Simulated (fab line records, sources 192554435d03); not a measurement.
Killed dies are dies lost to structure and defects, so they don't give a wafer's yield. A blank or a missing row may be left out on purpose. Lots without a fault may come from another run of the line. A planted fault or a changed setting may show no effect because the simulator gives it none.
Chamber matching | flow n5_finfet | N5_DUMMY_GATE_TRIM_49 on rie_si-04: 4 sister chambers
The step chemistry O2, time 29 s, target cd 14 nm. 14 wafers are shown with their chamber, then 7 later ones without.

WAFERS WITH THEIR CHAMBER
wafer  | chamber | drypump_motor_current_A (A) | throttle_valve_pct (%) | O2_flow_sccm (sccm)
L074.3 | 2       | 5.4                         | 8.12                   | 99.9
L074.4 | 3       | 5.5                         | 8.06                   | 99.8
L074.6 | 1       | 6.1                         | 7.89                   | 100.0
L086.2 | 1       | 6.1                         | 7.91                   | 99.9
L086.3 | 2       | 5.4                         | 8.11                   | 99.5
L086.4 | 3       | 5.5                         | 8.08                   | 100.3
L089.1 | 0       | 6.4                         | 8.14                   | 100.1
L089.5 | 3       | 5.5                         | 8.06                   | 100.0
L089.6 | 2       | 5.4                         | 8.11                   | 99.6
L093.1 | 3       | 5.5                         | 8.07                   | 100.1
L093.3 | 1       | 6.1                         | 7.89                   | 99.9
L093.4 | 0       | 6.3                         | 8.15                   | 100.3
L094.3 | 0       | 6.3                         | 8.16                   | 100.1
L094.4 | 3       | 5.5                         | 8.08                   | 99.8

SIGNATURES (means of the wafers above)
reading                 | chamber 0 | chamber 1 | chamber 2 | chamber 3 | scatter within a chamber
drypump_motor_current_A | 6.333     | 6.100     | 5.400     | 5.500     | 0.0258
throttle_valve_pct      | 8.1500    | 7.8967    | 8.1133    | 8.0700    | 0.00966
O2_flow_sccm            | 100.167   | 99.933    | 99.667    | 100.000   | 0.173
Rule: a wafer's distance from a chamber is the root of the sum, over the readings, of the square of ((its reading less the chamber's mean) divided by the reading's scatter). The wafer belongs to the nearest chamber; if the next one is less than 2 further off, it can't be placed. The scatter: the root of (the sum of the squares of (reading less its chamber's mean) over the shown wafers, divided by (wafers less chambers)).

WAFERS WITHOUT THEIR CHAMBER
wafer  | drypump_motor_current_A (A) | throttle_valve_pct (%) | O2_flow_sccm (sccm)
L094.6 | 5.5                         | 8.07                   | 99.8
L095.2 | 6.4                         | 8.16                   | 100.3
L095.5 | 5.5                         | 8.07                   | 99.6
L095.6 | 6.4                         | 8.16                   | 100.3
L097.2 | 5.4                         | 8.11                   | 100.1
L097.3 | 6.1                         | 7.90                   | 100.1
L097.5 | 6.3                         | 8.15                   | 100.5

WHICH CHAMBER EACH WENT THROUGH
wafer  | from the rows above | in truth
L094.6 | 3                   | 3
L095.2 | 0                   | 0
L095.5 | 3                   | 3
L095.6 | 0                   | 0
L097.2 | 2                   | 2
L097.3 | 1                   | 1
L097.5 | 0                   | 0
Placed correctly: 7 of 7. Can't be placed from these rows: 0. Placed wrongly: 0.
